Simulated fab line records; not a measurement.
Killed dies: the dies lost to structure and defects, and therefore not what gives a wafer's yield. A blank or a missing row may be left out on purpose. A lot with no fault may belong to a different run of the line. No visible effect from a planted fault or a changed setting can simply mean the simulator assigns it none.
Split-lot trial ; flow n5-finfet ; route with 1938 steps; 7 lots, 21 wafers read

THE SPLIT
At N5_BEOL_M6_ALD_77 (deposits TaN, target thk 2 nm, pulse time 2 s, purge time 3 s), the setting ald-cycles was moved away from the recipe's 40 on 7 of the 21 wafers read, by -10.0% to +15.0%. All remaining wafers had this setting at the recipe value.

Reading taken at the split's own step.

THE READING
TaN_of_BEOL_M6_ALD_77.thk-nm (the simulator's own value, which no gauge read), in nm, at N5_BEOL_M6_ALD_77 (deposits TaN, target thk 2 nm, pulse time 2 s, purge time 3 s). The file gives no usual value for it.

wafer;tool, chamber at the split;ald-cycles as run;against the recipe;TaN_of_BEOL_M6_ALD_77.thk-nm, nm;against lot-mates on the recipe
L076.2;ald-metal-02, 2;46;+15.0%;2.2;+0.2
L076.4;ald-metal-02, 0;40;recipe;2;-
L076.5;ald-metal-02, 3;46;+15.0%;2.4;+0.4
L078.2;ald-metal-02, 2,0;40;recipe;2;-
L078.3;ald-metal-02, 2,0;40;recipe;2;-
L078.4;ald-metal-02, 2;45;+12.5%;2.2;+0.2
L079.4;ald-metal-04, 0;46;+15.0%;2.4;+0.4
L079.5;ald-metal-04, 1;46;+15.0%;2.2;+0.2
L079.6;ald-metal-04, 2;40;recipe;2;-
L081.1;ald-metal-01, 1;40;recipe;2;-
L081.2;ald-metal-01, 2,3;36;-10.0%;1.8;-0.2
L081.6;ald-metal-01, 2,3;36;-10.0%;1.8;-0.2
L083.3;ald-metal-04, 3,2,3;40;recipe;2;-
L083.4;ald-metal-04, 3,2,3;40;recipe;2;-
L083.5;ald-metal-04, 3,2,3;40;recipe;2;-
L084.2;ald-metal-01, 0,2,1;40;recipe;2;-
L084.3;ald-metal-01, 0,2,1;40;recipe;2;-
L084.6;ald-metal-01, 0,2,1;40;recipe;2;-
L096.2;ald-metal-02, 3,1,0;40;recipe;2;-
L096.4;ald-metal-02, 3,1,0;40;recipe;2;-
L096.5;ald-metal-02, 3,1,0;40;recipe;2;-
Rows listing several chambers each stand for several wafers; the file does not say which wafer went through which chamber.

THE FIT
A straight line over all 21 wafers: TaN_of_BEOL_M6_ALD_77.thk-nm changes by +0.0196 nm for each +1% of ald-cycles; r = +0.95; the points scatter about the line by 0.047 nm.
The same after taking each lot's own level away (the mean of its wafers on the recipe; 21 wafers): +0.0196 nm for each +1%; r = +0.95; scatter 0.047 nm.
According to that fit, moving ald-cycles by its largest amount changes the reading by 0.29 nm.
The lots' own levels span 2.00 to 2.00 nm.
Consequently the slope shifts little with the lot-to-lot level, the two slopes agreeing.
Check: +0.313 nm against its lot-mates is what the line predicts for one of the wafers moved furthest among these (+15.0%) when that wafer is left out of the fit. It came out at +0.2 nm against them.

OTHER SPLITS APPLIED TO THESE WAFERS
These wafers also went through other splits before the reading. Each is held against what the fit with the lots' levels taken away leaves over:
other split on the same wafers;wafers away from the commonest value;r with TaN_of_BEOL_M6_ALD_77.thk-nm (lot level and that fit taken away)
N5_BEOL_M6_ETCH_62 time-s;8;+0.35
N5_BEOL_M6_TRENCH_ETCH_37 source-w;5;+0.00

THE FILE'S OWN FIT
TaN_of_BEOL_M6_ALD_77.thk-nm changes by +0.0191 nm for each +1% of ald-cycles, r = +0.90.
